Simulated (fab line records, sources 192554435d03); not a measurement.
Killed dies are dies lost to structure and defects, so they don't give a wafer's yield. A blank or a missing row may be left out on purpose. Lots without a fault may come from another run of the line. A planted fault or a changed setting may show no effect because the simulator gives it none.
One fault seen from 2 desks | flow n5_finfet | each desk has only its own numbers; what lay behind them comes last

THE DEFECT DESK
What the inspections along the route counted, lot by lot: means of the sampled wafers that have a number. A lot is out of limits, marked OUT, if its mean lies more than 4 standard deviations from the usual mean; the brackets give that distance.
Columns: A = raw_defect_count at N5_MIM_BOT_LITHO_INSPECT_12, usual 2.2; B = raw_defect_count at N5_PASSIVATION_INSPECT_57, usual 1.9
lot  | first seen here | A   | B
L993 | day 11 12:01    | 4.0 | 0.7
L994 | day 11 12:20    | 2.3 | 2.3
L996 | day 12 02:16    | 3.3 | 3.0
L995 | day 12 08:59    | 3.0 | 1.3
L103 | day 14 02:22    | 2.0 | 0.7
L105 | day 14 06:07    | 2.0 | 1.0
L109 | day 15 18:38    | 2.0 | 0.5
L110 | day 15 22:07    | 2.0 | 2.5
L112 | day 16 08:34    | 0.3 | 2.3
L114 | day 16 18:00    | 0.3 | 1.0
L116 | day 17 15:25    | 1.3 | 2.0
This desk's finding: nothing out of limits on any of the 11 lots.

THE TOOL OWNER'S DESK: rie_diel-01
The tool's own readings at N5_SD_EPI_N_ETCH_35 (etches SOC in N2/H2, overetch 108 nm, time 486 s): means of the sampled wafers that have a number, for each lot that ran on this tool. A lot is out of limits, marked OUT, if its mean lies more than 4 standard deviations from the usual mean; the brackets give that distance.
Columns: A = drypump_motor_current_A at N5_SD_EPI_N_ETCH_35, usual 5.9 A; B = oes_product_au at N5_SD_EPI_N_ETCH_35, usual 0.70 a.u.; C = rf_vpp_V at N5_SD_EPI_N_ETCH_35, usual 240.8 V; D = showerhead_plenum_p_Torr at N5_SD_EPI_N_ETCH_35, usual 2.56 Torr; E = throttle_valve_pct at N5_SD_EPI_N_ETCH_35, usual 23.9 %
lot  | first seen here | A   | B    | C     | D    | E
L993 | day 3 01:20     | 6.1 | 0.65 | 240.5 | 2.55 | 23.9
L103 | day 5 13:20     | 5.8 | 0.67 | 240.5 | 2.54 | 24.2
L105 | day 6 00:51     | 6.0 | 0.68 | 240.2 | 2.59 | 23.9
This desk's finding: nothing out of limits on any of the 3 lots.

PUT TOGETHER
The defect desk saw nothing out of limits.
The tool owner's desk saw nothing out of limits.

WHAT THE SIMULATOR HAD PUT IN
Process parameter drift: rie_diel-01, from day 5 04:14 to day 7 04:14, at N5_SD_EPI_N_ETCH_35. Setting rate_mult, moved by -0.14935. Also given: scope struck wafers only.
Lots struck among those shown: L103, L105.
